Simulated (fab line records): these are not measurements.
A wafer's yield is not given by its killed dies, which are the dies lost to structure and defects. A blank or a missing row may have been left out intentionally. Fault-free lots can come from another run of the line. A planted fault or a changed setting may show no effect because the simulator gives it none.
A single fault, viewed from 2 desks / flow n5 finfet / only its own numbers are on each desk; what lay behind them is given at the end

== FOR THE TOOL OWNER'S DESK: litho track-05 ==
The tool's own readings at N5_BEOL_M12_COAT_04 (resist thk 400 nm): means of the sampled wafers that have a number, for each lot that ran on this tool. A lot is out of limits, marked OUT, if its mean lies more than 4 standard deviations from the usual mean; the brackets give that distance.
Columns: A = spin speed rpm at N5_BEOL_M12_COAT_04, usual 1625.1 rpm
lot=L325; first seen here=day 10 23:04; A=1624.3
lot=L333; first seen here=day 13 01:31; A=1551.9 (-75) OUT
lot=L335; first seen here=day 13 15:11; A=1552.5 (-74) OUT
Finding of this desk: L333, L335 out of limits; the first was L333 at day 13 01:31, on spin speed rpm at N5_BEOL_M12_COAT_04. Within limits: L325.

== AT THE METROLOGY DESK ==
What the gauges read for every lot (on any tool): the sampled wafers with a number, averaged. A lot is out of limits, marked OUT, if its mean lies more than 4 standard deviations from the usual mean; the brackets give that distance.
Columns: A = trench depth nm at N5_BEOL_M11_OCD_MEAS_38, usual 149.0 nm
lot=L325; first seen here=day 10 20:13; A=150.5
lot=L324; first seen here=day 10 21:10; A=153.0
lot=L331; first seen here=day 12 10:07; A=151.3
lot=L333; first seen here=day 12 22:35; A=149.2
lot=L335; first seen here=day 13 12:22; A=150.2
lot=L338; first seen here=day 13 19:24; A=146.7
lot=L336; first seen here=day 14 00:08; A=149.3
lot=L339; first seen here=day 14 16:42; A=149.7
lot=L342; first seen here=day 14 23:23; A=151.7
lot=L343; first seen here=day 15 09:28; A=150.5
lot=L345; first seen here=day 16 09:08; A=148.9
This desk's verdict: no lot among the 11 shows anything out of limits.

== TAKEN TOGETHER ==
At day 13 01:31, on L333, L335, the tool owner's desk was in a position to raise an alarm.
At the metrology desk, nothing out of limits was observed.
The metrology desk holds a record of L333, L335, inside its limits.
Of the lots named, all ran N5_BEOL_M12_COAT_04 on litho track-05.

== WHAT HAD BEEN PUT IN BY THE SIMULATOR ==
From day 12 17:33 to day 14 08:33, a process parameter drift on litho track-05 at N5_BEOL_M12_COAT_04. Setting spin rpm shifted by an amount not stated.
Lots struck among those shown: L333, L335.
Hours from the fault's start to each desk's first reading out of limits: the tool owner's desk, 8.
